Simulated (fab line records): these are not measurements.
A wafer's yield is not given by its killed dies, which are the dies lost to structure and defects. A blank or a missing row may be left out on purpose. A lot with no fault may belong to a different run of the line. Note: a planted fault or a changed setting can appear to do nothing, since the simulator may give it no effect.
Chamber matching / flow n5 finfet / 3 sister chambers for N5_BEOL_M2_PECVD_72 on pecvd-03
The step deposits SiO2 from TEOS/O2, target thk 16 nm, time 18 s. 3 wafers are shown with their chamber, then 11 later ones without.

== WAFERS PAIRED WITH THEIR CHAMBERS ==
wafer=L084.2; chamber=2; throttle valve pct (%)=22.0
wafer=L088.4; chamber=1; throttle valve pct (%)=22.4
wafer=L091.2; chamber=0; throttle valve pct (%)=23.7

== WAFERS MISSING THEIR CHAMBER ==
wafer=L091.5; throttle valve pct (%)=22.2
wafer=L091.6; throttle valve pct (%)=23.4
wafer=L092.1; throttle valve pct (%)=21.8
wafer=L092.4; throttle valve pct (%)=23.1
wafer=L092.6; throttle valve pct (%)=22.3
wafer=L093.3; throttle valve pct (%)=23.7
wafer=L093.4; throttle valve pct (%)=23.1
wafer=L093.6; throttle valve pct (%)=22.1
wafer=L097.1; throttle valve pct (%)=22.1
wafer=L097.2; throttle valve pct (%)=22.9
wafer=L097.5; throttle valve pct (%)=22.1

== THE CHAMBER EACH PASSED THROUGH ==
wafer=L091.5; from the rows above=can't be placed: 1 or 2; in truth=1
wafer=L091.6; from the rows above=0; in truth=0
wafer=L092.1; from the rows above=can't be placed: 2 or 1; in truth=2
wafer=L092.4; from the rows above=can't be placed: 0 or 1 or 2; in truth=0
wafer=L092.6; from the rows above=can't be placed: 1 or 2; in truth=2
wafer=L093.3; from the rows above=0; in truth=0
wafer=L093.4; from the rows above=can't be placed: 0 or 1 or 2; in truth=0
wafer=L093.6; from the rows above=can't be placed: 2 or 1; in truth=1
wafer=L097.1; from the rows above=can't be placed: 2 or 1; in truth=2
wafer=L097.2; from the rows above=can't be placed: 1 or 0 or 2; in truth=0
wafer=L097.5; from the rows above=can't be placed: 2 or 1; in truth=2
2 of 11 placed correctly. Unplaceable from these rows: 9, with the true chamber sitting among the candidates in 9. Wrongly placed: 0.
How it was worked out, from the rows above alone: a wafer's distance from a chamber is the root of the sum, over the readings, of the square of ((its reading less the chamber's mean) divided by the reading's scatter). The wafer belongs to the nearest chamber; if the next one is less than 2 further off, it can't be placed. For every chamber, the mean is computed from those of its wafers that are shown. The scatter (one wafer shown for each chamber): square how far every hidden wafer sits from the nearest shown wafer, average those squares and take the square root.
